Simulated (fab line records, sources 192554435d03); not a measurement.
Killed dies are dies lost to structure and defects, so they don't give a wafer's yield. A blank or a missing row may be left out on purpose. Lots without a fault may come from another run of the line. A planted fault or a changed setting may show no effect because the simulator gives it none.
Chamber matching | flow n5_finfet | N5_BEOL_M10_CURE_72 on uv_cure-02: 3 sister chambers
The step cures SiCOH lowk, time 120 s. 6 wafers are shown with their chamber, then 11 later ones without.

WAFERS WITH THEIR CHAMBER
wafer  | chamber | wafer_temp_C_max | lamp_power_pct (%)
L083.4 | 0       | 372.6            | 52.38
L083.5 | 0       | 372.5            | 52.31
L092.2 | 2       | 372.1            | 52.34
L092.4 | 2       | 372.1            | 52.30
L094.6 | 1       | 372.4            | 52.24
L095.1 | 1       | 373.0            | 52.27

WAFERS WITHOUT THEIR CHAMBER
wafer  | wafer_temp_C_max | lamp_power_pct (%)
L095.4 | 372.5            | 52.31
L095.6 | 373.0            | 52.43
L095.2 | 373.2            | 52.38
L095.3 | 372.5            | 52.28
L095.5 | 372.3            | 52.18
L096.1 | 372.3            | 52.31
L096.2 | 372.3            | 52.39
L096.3 | 372.1            | 52.35
L096.4 | 372.1            | 52.34
L096.5 | 372.0            | 52.45
L096.6 | 372.8            | 52.32

WHICH CHAMBER EACH WENT THROUGH
wafer  | from the rows above          | in truth
L095.4 | can't be placed: 0 or 2 or 1 | 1
L095.6 | can't be placed: 0 or 2      | 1
L095.2 | can't be placed: 0 or 1 or 2 | 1
L095.3 | can't be placed: 1 or 0 or 2 | 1
L095.5 | can't be placed: 1 or 2      | 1
L096.1 | can't be placed: 2 or 0 or 1 | 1
L096.2 | can't be placed: 0 or 2      | 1
L096.3 | can't be placed: 2 or 0      | 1
L096.4 | can't be placed: 2 or 0      | 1
L096.5 | can't be placed: 0 or 2      | 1
L096.6 | can't be placed: 0 or 1 or 2 | 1
Placed correctly: 0 of 11. Can't be placed from these rows: 11 (the true chamber is among the candidates in 6). Placed wrongly: 0.
How it was worked out, from the rows above alone: a wafer's distance from a chamber is the root of the sum, over the readings, of the square of ((its reading less the chamber's mean) divided by the reading's scatter). The wafer belongs to the nearest chamber; if the next one is less than 2 further off, it can't be placed. A chamber's mean is the mean of its shown wafers. The scatter: the root of (the sum of the squares of (reading less its chamber's mean) over the shown wafers, divided by (wafers less chambers)).
